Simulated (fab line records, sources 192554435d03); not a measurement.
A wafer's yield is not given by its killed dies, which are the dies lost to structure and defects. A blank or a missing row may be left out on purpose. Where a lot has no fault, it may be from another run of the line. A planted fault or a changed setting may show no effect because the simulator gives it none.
fab line records	flow n5-finfet
[record] lots = 24	wafers = 72	last-day = 17
route steps=1938 shown BEOL_M5@1127
lots with no fault: from the same line, run without faults
start-h: the number of hours between the record's first day and the start of the first shown wafer of the lot	wait-h: hours from the lot's prior step to this one	" identical to the entry in the row above	L1.1+2: a single row standing in for several wafers	- no value present, or no start provided	* or withheld: withheld	< > ~ a bound
route shown NAME@n: NAME is a module with steps in the file, n the number in the route of the first one	usual: mean/standard deviation of fault-free wafers	same: alike in all rows	chamber/n: place in a boat	sites: the reading at each site	_std_site: their standard deviation	_edge_site: the outer-site mean with the inner-site mean subtracted	radius-mm: how far each site lies from the wafer's centre	mask NAME#n: copy n	behind: the most recent tool/chamber to have shaped the wafer	hold: why the lot went on hold/how many hours it stayed there/how the hold came to an end	device: the transistor (n, p or np) that didn't switch	end of line: the route-end tests of the same wafers	where a step has no rows: the recipe by itself	killed: dies lost to structure and defects at the first sort, not the wafer's yield	map: a wafer's dies, x killed, . not, _ none there
set.NAME: setting as actually run; set.NAME@STEP: the setting as run at that earlier step	model.NAME: the simulator's own value behind a step, which no gauge read
steps of the route over a sample of lots; a table a step, a row a wafer
services: the hour from which a tool's chamber was out of use, counted from the record's first day as start-h (under 0 if before that day), plus the number of hours and why
[[steps]]
[step N5_BEOL_M5_OVL_MEAS_12]
[recipe] points-per-wafer = 522
[usual] M5_OVL = 0.2/0.82
lot.wafer	tool	chamber	start-h	wait-h	M5_OVL[nm]
L074.2	overlay-01	0	159.51	0.0	1.5
L074.3	"	0	"	"	0.2
L074.4	"	0	"	"	1.0
L075.3	overlay-02	0	163.09	0.0	0.8
L075.5	"	0	"	"	-0.6
L075.6	"	0	"	"	-0.2
L076.2	overlay-02	0	165.17	0.0	0.3
L076.5	"	0	"	"	-0.4
L076.6	"	0	"	"	0.2
L077.2	overlay-01	0	182.09	0.0	0.0
L077.5	"	0	"	"	0.9
L077.6	"	0	"	"	-1.8
L078.1	overlay-01	0	187.88	0.0	0.8
L078.3	"	0	"	"	-0.3
L078.6	"	0	"	"	1.2
L079.3	overlay-01	0	191.29	0.0	-0.7
L079.5	"	0	"	"	1.0
L079.6	"	0	"	"	1.0
L080.1	overlay-01	0	196.08	0.0	-0.2
L080.4	"	0	"	"	0.6
L080.5	"	0	"	"	-0.5
L081.2	overlay-01	0	206.79	0.0	-0.3
L081.4	"	0	"	"	1.8
L081.6	"	0	"	"	0.9
L083.4	overlay-01	0	209.37	0.0	0.7
L083.5	"	0	"	"	-0.7
L083.6	"	0	"	"	0.4
L082.1	overlay-01	0	212.39	0.0	-0.4
L082.2	"	0	"	"	0.2
L082.4	"	0	"	"	0.1
L084.3	overlay-01	0	213.58	0.0	0.2
L084.4	"	0	"	"	1.2
L084.5	"	0	"	"	-0.1
L085.2	overlay-01	0	225.04	0.0	-0.4
L085.3	"	0	"	"	-0.5
L085.6	"	0	"	"	-0.4
L086.1	overlay-01	0	235.84	0.0	-1.3
L086.2	"	0	"	"	0.2
L086.4	"	0	"	"	-0.5
L087.2	overlay-01	0	238.66	0.0	-1.3
L087.3	"	0	"	"	-1.2
L087.6	"	0	"	"	-0.7
L090.1	overlay-02	0	249.71	0.0	-0.6
L090.4	"	0	"	"	0.4
L090.6	"	0	"	"	-0.3
L088.1	overlay-01	0	249.88	0.0	0.9
L088.2	"	0	"	"	-0.6
L088.4	"	0	"	"	0.8
L091.1	overlay-02	0	258.38	0.0	1.9
L091.3	"	0	"	"	1.8
L091.4	"	0	"	"	0.7
L089.1	overlay-01	0	259.44	0.0	0.4
L089.4	"	0	"	"	-1.5
L089.6	"	0	"	"	0.2
L092.2	overlay-01	0	264.48	0.0	-0.3
L092.4	"	0	"	"	-0.5
L092.6	"	0	"	"	-0.8
L093.1	overlay-01	0	271.86	0.0	-1.0
L093.5	"	0	"	"	-1.4
L093.6	"	0	"	"	0.2
L094.2	overlay-01	0	275.64	0.0	1.5
L094.3	"	0	"	"	0.6
L094.5	"	0	"	"	0.8
L095.1	overlay-02	0	283.79	0.0	0.3
L095.2	"	0	"	"	1.9
L095.4	"	0	"	"	1.1
L096.2	overlay-02	0	298.44	0.0	-0.2
L096.3	"	0	"	"	0.5
L096.4	"	0	"	"	-0.3
L097.2	overlay-02	0	312.74	0.0	-0.7
L097.3	"	0	"	"	1.0
L097.6	"	0	"	"	0.9
[step N5_BEOL_M5_ETCH_68]
[recipe] chemistry = N2/H2	target = SOC	target-depth-a = 800	overetch-a = 160	mask-material = SiARC	temp-c = 40	time-s = 120	ion-energy-ev = 200	pressure-mtorr = 30	source-w = 840	bias-w = 150	n2-flow-sccm = 200	h2-flow-sccm = 200
[usual] drypump-motor-current-A = 5.7/0.52	oes-product-au = 0.61/0.058	rf-vpp-V = 524/3.2	showerhead-plenum-p-Torr = 2.54/0.11	throttle-valve-pct = 17.76/0.23
lot.wafer	tool	chamber	start-h	wait-h	drypump-motor-current-A	oes-product-au	rf-hours-counter-h	rf-vpp-V	showerhead-plenum-p-Torr	throttle-valve-pct
L074.2	rie-diel-01	0	162.19	0.0	4.9	0.67	54	526	2.60	18.01
L074.3	"	2	"	"	5.0	0.54	228	523	2.51	18.37
L074.4	"	1	"	"	5.8	0.66	36	525	2.59	17.71
L075.3	rie-diel-01	1	164.45	0.0	5.8	0.66	37	526	2.58	17.72
L075.5	"	3	"	"	5.4	0.54	-	520	2.43	17.89
L075.6	"	0	"	"	4.9	0.67	-	524	2.60	17.99
L076.2	rie-diel-03	2	167.98	0.0	5.1	0.58	154	520	2.42	17.53
L076.5	"	2	"	"	5.1	0.59	-	520	2.42	17.54
L076.6	"	1	"	"	6.1	0.68	-	522	2.51	17.83
L077.2	rie-diel-05	1	183.12	0.0	6.1	0.64	60	529	2.70	17.60
L077.5	"	2	"	"	6.7	0.63	-	526	2.67	17.44
L077.6	"	1	"	"	6.1	0.64	-	528	2.70	17.59
L078.1	rie-diel-05	1	189.06	0.0	6.1	0.64	61	527	2.70	17.60
L078.3	"	0	"	"	5.6	0.59	121	519	2.35	17.75
L078.6	"	3	"	"	5.8	0.54	-	526	2.61	17.40
L079.3	rie-diel-05	2	193.75	0.0	6.7	0.62	106	526	2.67	17.44
L079.5	"	1	"	"	6.1	0.64	-	527	2.70	17.59
L079.6	"	0	"	"	5.6	0.58	-	519	2.35	17.76
L080.1	rie-diel-05	2	199.46	0.0	6.7	0.61	108	526	2.67	17.45
L080.4	"	3	"	"	5.8	0.55	216	526	2.61	17.42
L080.5	"	0	"	"	5.6	0.58	-	519	2.35	17.75
L081.2	rie-diel-05	2	207.89	0.0	6.7	0.61	110	528	2.67	17.45
L081.4	"	0	"	"	5.6	0.58	127	521	2.35	17.76
L081.6	"	3	"	"	5.8	0.54	-	524	2.61	17.43
L083.4	rie-diel-01	3	211.12	0.0	5.3	0.54	216	522	2.43	17.89
L083.5	"	3	"	"	5.3	0.53	-	520	2.43	17.90
L083.6	"	0	"	"	4.9	0.66	-	523	2.59	18.04
L082.1	rie-diel-05	1	213.63	0.0	6.1	0.64	69	528	2.70	17.61
L082.2	"	0	"	"	5.6	0.58	129	519	2.34	17.75
L082.4	"	3	"	"	5.7	0.54	220	527	2.61	17.42
L084.3	rie-diel-05	3	217.24	0.0	5.8	0.54	221	527	2.61	17.44
L084.4	"	2	"	"	6.7	0.60	113	529	2.67	17.46
L084.5	"	0	"	"	5.6	0.58	-	518	2.34	17.76
L085.2	rie-diel-05	3	226.07	0.0	5.8	0.54	223	526	2.60	17.42
L085.3	"	1	"	"	6.1	0.63	73	528	2.69	17.61
L085.6	"	0	"	"	5.6	0.57	-	518	2.34	17.77
L086.1	rie-diel-01	0	236.92	0.0	4.9	0.64	79	526	2.59	18.05
L086.2	"	3	"	"	5.4	0.53	221	521	2.43	17.93
L086.4	"	3	"	"	5.4	0.53	-	519	2.43	17.92
L087.2	rie-diel-01	3	241.09	0.0	5.4	0.53	223	520	2.43	17.91
L087.3	"	0	"	"	4.9	0.65	80	524	2.59	18.05
L087.6	"	0	"	"	4.9	0.64	-	525	2.59	18.04
L090.1	rie-diel-05	0	250.82	0.0	5.6	0.57	141	519	2.34	17.79
L090.4	"	1	"	"	6.1	0.62	80	527	2.69	17.63
L090.6	"	1	"	"	6.1	0.62	-	529	2.69	17.63
L088.1	rie-diel-01	1	251.23	0.0	5.8	0.64	65	526	2.57	17.75
L088.2	"	3	"	"	5.4	0.52	226	520	2.43	17.92
L088.4	"	2	"	"	5.0	0.75	2	523	2.50	17.97
L091.1	rie-diel-01	0	259.54	0.0	4.9	0.64	86	525	2.58	18.05
L091.3	"	3	"	"	5.3	0.52	228	519	2.42	17.92
L091.4	"	1	"	"	5.8	0.63	67	525	2.57	17.74
L089.1	rie-diel-03	1	260.59	0.0	6.1	0.66	67	521	2.50	17.87
L089.4	"	0	"	"	5.9	0.55	-	522	2.54	18.10
L089.6	"	1	"	"	6.1	0.65	-	522	2.50	17.90
L092.2	rie-diel-03	3	265.51	0.0	5.4	0.74	1	526	2.61	17.45
L092.4	"	0	"	"	5.9	0.55	189	522	2.54	18.10
L092.6	"	1	"	"	6.1	0.65	-	523	2.50	17.89
L093.1	rie-diel-03	2	273.07	0.0	5.1	0.56	188	521	2.41	17.59
L093.5	"	0	"	"	5.9	0.55	-	524	2.53	18.10
L093.6	"	3	"	"	5.4	0.74	-	525	2.60	17.45
L094.2	rie-diel-01	3	277.46	0.0	5.4	0.53	234	520	2.42	17.94
L094.3	"	1	"	"	5.8	0.63	73	526	2.57	17.75
L094.5	"	2	"	"	5.0	0.74	-	524	2.50	17.99
L095.1	rie-diel-05	0	285.28	0.0	5.6	0.57	151	517	2.34	17.80
L095.2	"	3	"	"	5.8	0.53	243	526	2.59	17.47
L095.4	"	1	"	"	6.1	0.61	90	529	2.69	17.64
L096.2	rie-diel-01	1	299.68	0.0	5.8	0.62	81	526	2.57	17.77
L096.3	"	2	"	"	5.0	0.72	17	523	2.50	17.99
L096.4	"	3	"	"	5.4	0.52	241	520	2.42	17.95
L097.2	rie-diel-03	3	313.90	0.0	5.4	0.71	16	525	2.60	17.48
L097.3	"	0	"	"	5.9	0.54	204	523	2.53	18.12
L097.6	"	1	"	"	6.1	0.64	-	521	2.49	17.91
[step N5_BEOL_M5_CURE_80]
[recipe] temp-c = 370	time-s = 120	ambient = DMADMS/He	material = SiCOH_lowk
[usual] lamp-power-pct = 52.32/0.05	wafer_temp_C_max = 371.7/0.86
lot.wafer	tool	chamber	start-h	wait-h	lamp-power-pct	wafer_temp_C_max
L074.2	uv-cure-02	0	162.77	0.1	52.27	371.4
L074.3	"	0	"	"	52.35	371.4
L074.4	"	0	"	"	52.34	371.6
L075.3	uv-cure-01	2	165.08	0.1	52.30	372.4
L075.5	"	2	"	"	52.38	372.1
L075.6	"	2	"	"	52.34	373.0
L076.2	uv-cure-01	0	168.56	0.1	52.23	370.8
L076.5	"	0	"	"	52.37	370.7
L076.6	"	0	"	"	52.33	370.7
L077.2	uv-cure-03	0	183.70	0.1	52.36	371.3
L077.5	"	0	"	"	52.29	371.4
L077.6	"	0	"	"	52.25	371.5
L078.1	uv-cure-02	0	189.64	0.1	52.27	371.5
L078.3	"	0	"	"	52.33	370.5
L078.6	"	0	"	"	52.26	371.8
L079.3	uv-cure-01	1	194.44	0.2	52.37	371.7
L079.5	"	1	"	"	52.27	371.0
L079.6	"	1	"	"	52.26	371.9
L080.1	uv-cure-02	0	200.01	0.0	52.29	371.7
L080.4	"	0	"	"	52.38	371.2
L080.5	"	0	"	"	52.38	372.2
L081.2	uv-cure-02	1	208.48	0.1	52.30	370.9
L081.4	"	1	"	"	52.24	370.9
L081.6	"	1	"	"	52.47	371.2
L083.4	uv-cure-03	2	212.46	0.8	52.30	373.6
L083.5	"	2	"	"	52.29	372.9
L083.6	"	2	"	"	52.41	373.6
L082.1	uv-cure-03	2	214.44	0.3	52.28	374.0
L082.2	"	2	"	"	52.35	373.2
L082.4	"	2	"	"	52.26	373.0
L084.3	uv-cure-02	0	218.33	0.6	52.37	371.9
L084.4	"	0	"	"	52.30	371.3
L084.5	"	0	"	"	52.31	371.9
L085.2	uv-cure-03	1	226.65	0.1	52.30	372.9
L085.3	"	1	"	"	52.28	372.5
L085.6	"	1	"	"	52.35	372.8
L086.1	uv-cure-03	2	237.46	0.0	52.30	372.5
L086.2	"	2	"	"	52.28	372.5
L086.4	"	2	"	"	52.37	372.8
L087.2	uv-cure-02	2	241.83	0.2	52.31	371.9
L087.3	"	2	"	"	52.36	371.6
L087.6	"	2	"	"	52.29	372.1
L090.1	uv-cure-03	2	251.35	0.0	52.38	373.3
L090.4	"	2	"	"	52.29	373.0
L090.6	"	2	"	"	52.32	372.5
L088.1	uv-cure-02	2	251.77	0.0	52.30	371.5
L088.2	"	2	"	"	52.40	371.8
L088.4	"	2	"	"	52.37	371.5
L091.1	uv-cure-01	2	260.07	0.0	52.37	372.4
L091.3	"	2	"	"	52.30	372.8
L091.4	"	2	"	"	52.31	372.7
L089.1	uv-cure-01	0	261.12	0.0	52.30	371.0
L089.4	"	0	"	"	52.41	371.0
L089.6	"	0	"	"	52.31	370.8
L092.2	uv-cure-01	1	266.10	0.1	52.26	370.6
L092.4	"	1	"	"	52.36	371.1
L092.6	"	1	"	"	52.28	371.3
L093.1	uv-cure-01	0	273.61	0.0	52.23	370.8
L093.5	"	0	"	"	52.37	370.6
L093.6	"	0	"	"	52.31	370.7
L094.2	uv-cure-02	1	278.05	0.1	52.28	370.8
L094.3	"	1	"	"	52.33	371.2
L094.5	"	1	"	"	52.35	370.9
L095.1	uv-cure-02	0	285.82	0.0	52.30	371.5
L095.2	"	0	"	"	52.40	371.7
L095.4	"	0	"	"	52.35	371.5
L096.2	uv-cure-01	2	300.27	0.1	52.36	372.1
L096.3	"	2	"	"	52.32	372.0
L096.4	"	2	"	"	52.44	372.3
L097.2	uv-cure-01	0	314.51	0.1	52.30	370.5
L097.3	"	0	"	"	52.27	370.8
L097.6	"	0	"	"	52.37	371.0
[step N5_BEOL_M5_PRE_CLEAN_45]
[recipe] gas = H2/He	time-s = 30	temp-c = 250
[usual] heater-power-w = 329/24
lot.wafer	tool	chamber	start-h	wait-h	heater-power-w
L074.2	pvd-sputter-02	-	163.29	0.0	303
L074.3	"	-	"	"	318
L074.4	"	-	"	"	309
L075.3	pvd-sputter-02	-	167.34	0.0	308
L075.5	"	-	"	"	300
L075.6	"	-	"	"	307
L076.2	pvd-sputter-01	-	169.17	0.0	360
L076.5	"	-	"	"	322
L076.6	"	-	"	"	365
L077.2	pvd-sputter-02	-	184.03	0.0	319
L077.5	"	-	"	"	349
L077.6	"	-	"	"	299
L078.1	pvd-sputter-03	-	190.40	0.0	298
L078.3	"	-	"	"	358
L078.6	"	-	"	"	317
L079.3	pvd-sputter-02	-	195.04	0.0	318
L079.5	"	-	"	"	319
L079.6	"	-	"	"	314
L080.1	pvd-sputter-03	-	200.47	0.0	362
L080.4	"	-	"	"	344
L080.5	"	-	"	"	309
L081.2	pvd-sputter-02	-	208.84	0.0	299
L081.4	"	-	"	"	350
L081.6	"	-	"	"	352
L083.4	pvd-sputter-01	-	212.87	0.0	353
L083.5	"	-	"	"	343
L083.6	"	-	"	"	331
L082.1	pvd-sputter-03	-	215.74	0.0	349
L082.2	"	-	"	"	299
L082.4	"	-	"	"	342
L084.3	pvd-sputter-01	-	218.61	0.0	301
L084.4	"	-	"	"	339
L084.5	"	-	"	"	299
L085.2	pvd-sputter-03	-	227.67	0.0	361
L085.3	"	-	"	"	310
L085.6	"	-	"	"	353
L086.1	pvd-sputter-01	-	238.03	0.0	287
L086.2	"	-	"	"	358
L086.4	"	-	"	"	356
L087.2	pvd-sputter-03	-	244.46	0.0	357
L087.3	"	-	"	"	303
L087.6	"	-	"	"	362
L090.1	pvd-sputter-01	-	252.49	0.0	301
L090.4	"	-	"	"	329
L090.6	"	-	"	"	323
L088.1	pvd-sputter-02	-	252.82	0.0	299
L088.2	"	-	"	"	311
L088.4	"	-	"	"	314
L091.1	pvd-sputter-01	-	260.58	0.0	365
L091.3	"	-	"	"	293
L091.4	"	-	"	"	360
L089.1	pvd-sputter-02	-	262.75	0.0	318
L089.4	"	-	"	"	356
L089.6	"	-	"	"	314
L092.2	pvd-sputter-01	-	267.10	0.0	295
L092.4	"	-	"	"	365
L092.6	"	-	"	"	299
L093.1	pvd-sputter-03	-	274.22	0.0	340
L093.5	"	-	"	"	338
L093.6	"	-	"	"	359
L094.2	pvd-sputter-01	-	278.68	0.0	353
L094.3	"	-	"	"	344
L094.5	"	-	"	"	303
L095.1	pvd-sputter-03	-	287.58	0.0	356
L095.2	"	-	"	"	355
L095.4	"	-	"	"	300
L096.2	pvd-sputter-01	-	300.65	0.0	295
L096.3	"	-	"	"	348
L096.4	"	-	"	"	359
L097.2	pvd-sputter-01	-	314.89	0.0	291
L097.3	"	-	"	"	358
L097.6	"	-	"	"	288
[step N5_BEOL_M5_SPUTTER_48]
[recipe] material = Cu	target-thk-a = 150	temp-c = -20	chamber-pressure-pa = 0.07	power-w = withheld	time-s = 27.62
[usual] chamber-pressure-pa = 0.07002/0.00014	chuck-sensor-temp-C = -15.8/0.46	throttle-valve-pct = 29.5/1.1
lot.wafer	tool	chamber	start-h	wait-h	chamber-pressure-pa	chuck-sensor-temp-C	throttle-valve-pct
L074.2	pvd-sputter-01	-	163.88	0.1	0.07002	-16.2	28.0
L074.3	"	-	"	"	0.07015	-16.3	30.3
L074.4	"	-	"	"	0.0702	-15.4	29.6
L075.3	pvd-sputter-02	-	168.02	0.2	0.07016	-16.2	28.7
L075.5	"	-	"	"	0.07009	-15.1	28.4
L075.6	"	-	"	"	0.07045	-16.2	28.7
L076.2	pvd-sputter-01	-	171.69	1.8	0.0701	-16.3	28.1
L076.5	"	-	"	"	0.0702	-15.4	29.7
L076.6	"	-	"	"	0.07015	-16.1	28.0
L077.2	pvd-sputter-03	-	184.53	0.1	0.06981	-15.2	29.9
L077.5	"	-	"	"	0.06979	-15.1	30.1
L077.6	"	-	"	"	0.06999	-15.8	29.4
L078.1	pvd-sputter-03	-	191.12	0.1	0.06995	-16.1	31.8
L078.3	"	-	"	"	0.06983	-15.3	28.6
L078.6	"	-	"	"	0.06994	-15.9	29.7
L079.3	pvd-sputter-03	-	195.72	0.1	0.06995	-16.0	32.1
L079.5	"	-	"	"	0.06977	-15.1	29.7
L079.6	"	-	"	"	0.07003	-15.3	28.8
L080.1	pvd-sputter-01	-	201.29	0.2	0.06996	-16.0	27.8
L080.4	"	-	"	"	0.07039	-16.3	28.9
L080.5	"	-	"	"	0.07005	-16.4	28.9
L081.2	pvd-sputter-02	-	209.35	0.1	0.06989	-15.3	28.5
L081.4	"	-	"	"	0.07008	-16.4	30.7
L081.6	"	-	"	"	0.07004	-16.0	28.8
L083.4	pvd-sputter-01	-	213.53	0.1	0.06993	-16.4	30.9
L083.5	"	-	"	"	0.06991	-16.4	28.6
L083.6	"	-	"	"	0.07006	-16.0	28.0
L082.1	pvd-sputter-02	-	217.65	0.1	0.07006	-16.2	28.8
L082.2	"	-	"	"	0.06984	-15.3	28.3
L082.4	"	-	"	"	0.07	-15.4	29.2
L084.3	pvd-sputter-03	-	219.44	0.2	0.07006	-16.0	32.0
L084.4	"	-	"	"	0.0701	-15.9	29.7
L084.5	"	-	"	"	0.07018	-15.3	29.0
L085.2	pvd-sputter-01	-	228.25	0.1	0.06991	-16.4	30.6
L085.3	"	-	"	"	0.06991	-15.6	29.7
L085.6	"	-	"	"	0.07004	-16.3	28.9
L086.1	pvd-sputter-02	-	238.66	0.2	0.0701	-16.2	30.9
L086.2	"	-	"	"	0.06992	-16.0	28.6
L086.4	"	-	"	"	0.07019	-15.5	28.6
L087.2	pvd-sputter-01	-	244.99	0.1	0.07016	-15.6	29.4
L087.3	"	-	"	"	0.07002	-16.0	28.1
L087.6	"	-	"	"	0.06979	-16.3	30.4
L090.1	pvd-sputter-01	-	253.01	0.1	0.07	-16.1	27.9
L090.4	"	-	"	"	0.06979	-16.4	30.6
L090.6	"	-	"	"	0.07017	-16.5	28.7
L088.1	pvd-sputter-02	-	253.35	0.1	0.07025	-16.1	29.1
L088.2	"	-	"	"	0.07001	-16.4	30.9
L088.4	"	-	"	"	0.07006	-15.6	29.0
L091.1	pvd-sputter-01	-	261.11	0.1	0.07017	-16.0	28.0
L091.3	"	-	"	"	0.07011	-16.5	28.8
L091.4	"	-	"	"	0.06986	-15.7	29.6
L089.1	pvd-sputter-02	-	263.39	0.1	0.06984	-15.2	28.5
L089.4	"	-	"	"	0.06981	-16.4	30.9
L089.6	"	-	"	"	0.07002	-16.1	28.9
L092.2	pvd-sputter-03	-	267.64	0.1	0.07012	-15.7	29.4
L092.4	"	-	"	"	0.06974	-15.1	29.8
L092.6	"	-	"	"	0.07011	-15.3	28.7
L093.1	pvd-sputter-03	-	274.78	0.1	0.06985	-16.2	32.1
L093.5	"	-	"	"	0.0699	-15.3	28.8
L093.6	"	-	"	"	0.06984	-15.1	29.9
L094.2	pvd-sputter-01	-	279.44	0.1	0.07007	-16.2	27.9
L094.3	"	-	"	"	0.07	-16.5	29.0
L094.5	"	-	"	"	0.07002	-16.1	27.9
L095.1	pvd-sputter-03	-	288.16	0.2	0.07006	-15.0	30.0
L095.2	"	-	"	"	0.07007	-16.2	32.2
L095.4	"	-	"	"	0.06982	-15.2	28.7
L096.2	pvd-sputter-01	-	301.35	0.1	0.06983	-16.1	28.0
L096.3	"	-	"	"	0.07017	-16.5	28.8
L096.4	"	-	"	"	0.06984	-16.5	30.7
L097.2	pvd-sputter-02	-	315.44	0.1	0.07022	-15.9	28.9
L097.3	"	-	"	"	0.0702	-15.6	29.3
L097.6	"	-	"	"	0.06991	-15.4	28.4
[step N5_BEOL_M5_SPUTTER_83]
[recipe] material = Cu	target-thk-a = 150	temp-c = -20	chamber-pressure-pa = 0.07	power-w = withheld	time-s = 27.62
[usual] chamber-pressure-pa = 0.06999/0.00014	chuck-sensor-temp-C = -15.8/0.45	throttle-valve-pct = 29.5/1.1
lot.wafer	tool	chamber	start-h	wait-h	chamber-pressure-pa	chuck-sensor-temp-C	throttle-valve-pct
L074.2	pvd-sputter-01	-	166.05	0.5	0.06992	-15.9	28.1
L074.3	"	-	"	"	0.06976	-16.5	30.4
L074.4	"	-	"	"	0.07034	-15.6	29.6
L075.3	pvd-sputter-02	-	170.19	0.5	0.07018	-16.2	28.6
L075.5	"	-	"	"	0.06985	-15.3	28.6
L075.6	"	-	"	"	0.07011	-16.1	28.7
L076.2	pvd-sputter-01	-	173.86	0.5	0.06975	-16.1	27.8
L076.5	"	-	"	"	0.07006	-15.6	29.3
L076.6	"	-	"	"	0.07004	-15.9	27.8
L077.2	pvd-sputter-03	-	186.70	0.5	0.07003	-15.1	29.9
L077.5	"	-	"	"	0.0699	-15.3	30.0
L077.6	"	-	"	"	0.07008	-15.7	29.3
L078.1	pvd-sputter-03	-	193.29	0.5	0.06994	-16.1	32.1
L078.3	"	-	"	"	0.0699	-15.4	28.8
L078.6	"	-	"	"	0.07016	-15.6	29.7
L079.3	pvd-sputter-03	-	197.90	0.5	0.06989	-16.0	31.9
L079.5	"	-	"	"	0.06988	-15.3	29.8
L079.6	"	-	"	"	0.07011	-15.4	29.1
L080.1	pvd-sputter-01	-	203.47	0.5	0.07	-16.0	27.7
L080.4	"	-	"	"	0.06997	-16.4	28.9
L080.5	"	-	"	"	0.0701	-16.3	28.9
L081.2	pvd-sputter-02	-	211.53	0.5	0.07003	-15.2	28.6
L081.4	"	-	"	"	0.06985	-16.3	31.0
L081.6	"	-	"	"	0.06993	-16.3	28.4
L083.4	pvd-sputter-01	-	215.70	0.5	0.06992	-16.4	30.8
L083.5	"	-	"	"	0.06989	-16.4	28.7
L083.6	"	-	"	"	0.06999	-16.4	27.9
L082.1	pvd-sputter-02	-	219.83	0.5	0.06995	-16.1	28.9
L082.2	"	-	"	"	0.06982	-15.2	28.5
L082.4	"	-	"	"	0.0702	-15.6	28.8
L084.3	pvd-sputter-03	-	221.62	0.5	0.06984	-16.1	32.1
L084.4	"	-	"	"	0.07	-15.7	29.6
L084.5	"	-	"	"	0.06992	-15.3	28.8
L085.2	pvd-sputter-01	-	230.42	0.5	0.06996	-16.5	30.5
L085.3	"	-	"	"	0.07015	-15.6	29.6
L085.6	"	-	"	"	0.0698	-16.3	28.8
L086.1	pvd-sputter-02	-	240.83	0.5	0.06982	-16.3	31.2
L086.2	"	-	"	"	0.07007	-16.0	28.5
L086.4	"	-	"	"	0.06988	-15.2	28.4
L087.2	pvd-sputter-01	-	247.16	0.5	0.06981	-15.5	29.4
L087.3	"	-	"	"	0.07018	-16.1	27.9
L087.6	"	-	"	"	0.06976	-16.4	30.4
L090.1	pvd-sputter-01	-	255.19	0.5	0.07008	-16.3	27.8
L090.4	"	-	"	"	0.06996	-16.5	30.8
L090.6	"	-	"	"	0.06998	-16.4	28.7
L088.1	pvd-sputter-02	-	255.52	0.5	0.06994	-16.0	28.6
L088.2	"	-	"	"	0.07	-16.3	31.1
L088.4	"	-	"	"	0.06999	-15.5	29.0
L091.1	pvd-sputter-01	-	263.29	0.5	0.06999	-16.2	28.0
L091.3	"	-	"	"	0.06992	-16.4	28.8
L091.4	"	-	"	"	0.06998	-15.5	29.2
L089.1	pvd-sputter-02	-	265.57	0.5	0.07005	-15.3	28.6
L089.4	"	-	"	"	0.06998	-16.3	30.9
L089.6	"	-	"	"	0.07012	-16.1	28.7
L092.2	pvd-sputter-03	-	269.81	0.5	0.07005	-15.6	29.5
L092.4	"	-	"	"	0.07006	-15.1	29.6
L092.6	"	-	"	"	0.06997	-15.1	28.7
L093.1	pvd-sputter-03	-	277.04	0.5	0.07006	-16.1	31.8
L093.5	"	-	"	"	0.06989	-15.0	28.9
L093.6	"	-	"	"	0.07033	-15.2	29.6
L094.2	pvd-sputter-01	-	281.61	0.5	0.06974	-16.2	28.3
L094.3	"	-	"	"	0.06999	-16.4	29.1
L094.5	"	-	"	"	0.06994	-16.1	27.7
L095.1	pvd-sputter-03	-	290.33	0.5	0.07008	-15.0	29.9
L095.2	"	-	"	"	0.07002	-15.9	32.2
L095.4	"	-	"	"	0.06977	-15.3	28.9
L096.2	pvd-sputter-01	-	303.53	0.5	0.06991	-16.1	27.9
L096.3	"	-	"	"	0.06979	-16.4	29.3
L096.4	"	-	"	"	0.07003	-16.3	30.5
L097.2	pvd-sputter-02	-	317.62	0.5	0.06999	-16.0	28.6
L097.3	"	-	"	"	0.07	-15.4	28.9
L097.6	"	-	"	"	0.07009	-15.4	28.8
[[services]]
tool	chamber	start-h	hours	kind
rie-diel-01	1	140.00	12.9	repair
rie-diel-05	-	159.79	0.5	repair
uv-cure-02	-	170.79	3.4	pm
uv-cure-01	-	173.92	6.1	repair
rie-diel-03	0	181.89	7.9	repair
uv-cure-01	-	206.49	1.1	repair
uv-cure-01	-	210.54	8.8	repair
rie-diel-01	3	211.88	14.8	repair
uv-cure-01	-	219.35	2.1	pm
uv-cure-01	-	221.48	1.0	pm
rie-diel-01	2	230.42	-	clean
rie-diel-01	2	230.42	-	consumable-replace:focus-ring
rie-diel-01	2	230.42	13.2	scheduled-down
rie-diel-01	2	230.42	13.2	vent-cycle
rie-diel-03	3	232.01	2.0	repair
rie-diel-03	3	245.09	-	clean
rie-diel-03	3	266.40	4.3	repair
pvd-sputter-02	-	284.61	5.1	repair
rie-diel-05	3	288.80	4.2	repair
rie-diel-03	0	289.36	5.6	repair
rie-diel-05	3	307.51	-	clean
rie-diel-05	3	307.51	-	consumable-replace:focus-ring
rie-diel-05	3	307.51	17.0	scheduled-down
rie-diel-05	3	307.51	17.0	vent-cycle
[[key]]
fault none
